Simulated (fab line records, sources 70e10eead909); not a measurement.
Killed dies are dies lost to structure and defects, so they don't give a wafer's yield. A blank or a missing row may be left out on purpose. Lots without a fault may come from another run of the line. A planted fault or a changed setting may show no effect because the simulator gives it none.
Chamber matching | flow nand_harc | NHARC_P_M2_STRIP_18 on rie_diel-03: 4 sister chambers
The step strips in N2/H2. 24 wafers are shown with their chamber, then 12 later ones without.

WAFERS WITH THEIR CHAMBER
wafer  | chamber | drypump_motor_current_A (A) | oes_product_au (a.u.) | rf_vpp_V (V)
L074.2 | 1       | 6.1                         | 0.999                 | 90.5
L074.5 | 2       | 5.6                         | 1.009                 | 90.7
L074.6 | 1       | 6.1                         | 0.992                 | 92.5
L077.1 | 0       | 5.3                         | 1.002                 | 89.8
L077.2 | 3       | 5.8                         | 1.002                 | 90.0
L077.3 | 2       | 5.5                         | 1.019                 | 90.4
L078.1 | 2       | 5.5                         | 1.019                 | 89.9
L078.2 | 0       | 5.3                         | 1.000                 | 89.4
L078.3 | 1       | 6.1                         | 0.985                 | 89.4
L079.2 | 1       | 6.1                         | 0.993                 | 92.2
L079.4 | 0       | 5.3                         | 0.987                 | 89.6
L079.5 | 0       | 5.3                         | 0.993                 | 92.3
L080.1 | 0       | 5.3                         | 0.996                 | 88.9
L080.2 | 2       | 5.6                         | 1.020                 | 91.1
L080.5 | 3       | 5.8                         | 1.005                 | 90.6
L081.1 | 0       | 5.3                         | 1.004                 | 90.4
L081.4 | 3       | 5.8                         | 1.006                 | 90.0
L081.5 | 1       | 6.1                         | 0.990                 | 91.2
L082.1 | 1       | 6.1                         | 1.008                 | 90.5
L082.2 | 2       | 5.6                         | 1.007                 | 90.6
L082.6 | 2       | 5.6                         | 1.019                 | 90.7
L083.2 | 0       | 5.3                         | 0.980                 | 90.0
L083.5 | 3       | 5.8                         | 0.997                 | 89.3
L083.6 | 0       | 5.3                         | 0.996                 | 90.7

SIGNATURES (means of the wafers above)
reading                 | chamber 0 | chamber 1 | chamber 2 | chamber 3 | scatter within a chamber
drypump_motor_current_A | 5.300     | 6.100     | 5.567     | 5.800     | 0.0258
oes_product_au          | 0.99475   | 0.99450   | 1.01550   | 1.00250   | 0.00704
rf_vpp_V                | 90.138    | 91.050    | 90.567    | 89.975    | 0.894
Rule: a wafer's distance from a chamber is the root of the sum, over the readings, of the square of ((its reading less the chamber's mean) divided by the reading's scatter). The wafer belongs to the nearest chamber; if the next one is less than 2 further off, it can't be placed. The scatter: the root of (the sum of the squares of (reading less its chamber's mean) over the shown wafers, divided by (wafers less chambers)).

WAFERS WITHOUT THEIR CHAMBER
wafer  | drypump_motor_current_A (A) | oes_product_au (a.u.) | rf_vpp_V (V)
L084.2 | 5.8                         | 1.009                 | 89.2
L084.4 | 5.6                         | 1.015                 | 88.4
L084.6 | 6.1                         | 0.992                 | 90.4
L085.3 | 6.1                         | 1.001                 | 91.3
L085.5 | 6.2                         | 0.993                 | 91.5
L085.6 | 5.6                         | 1.004                 | 92.3
L089.1 | 5.6                         | 1.014                 | 91.9
L089.5 | 5.5                         | 1.010                 | 90.8
L089.6 | 6.1                         | 0.983                 | 91.7
L095.3 | 5.8                         | 1.000                 | 89.4
L095.5 | 5.3                         | 1.007                 | 89.7
L095.6 | 5.9                         | 0.990                 | 88.1

WHICH CHAMBER EACH WENT THROUGH
wafer  | from the rows above | in truth
L084.2 | 3                   | 3
L084.4 | 2                   | 2
L084.6 | 1                   | 1
L085.3 | 1                   | 1
L085.5 | 1                   | 1
L085.6 | 2                   | 2
L089.1 | 2                   | 2
L089.5 | 2                   | 2
L089.6 | 1                   | 1
L095.3 | 3                   | 3
L095.5 | 0                   | 0
L095.6 | 3                   | 3
Placed correctly: 12 of 12. Can't be placed from these rows: 0. Placed wrongly: 0.
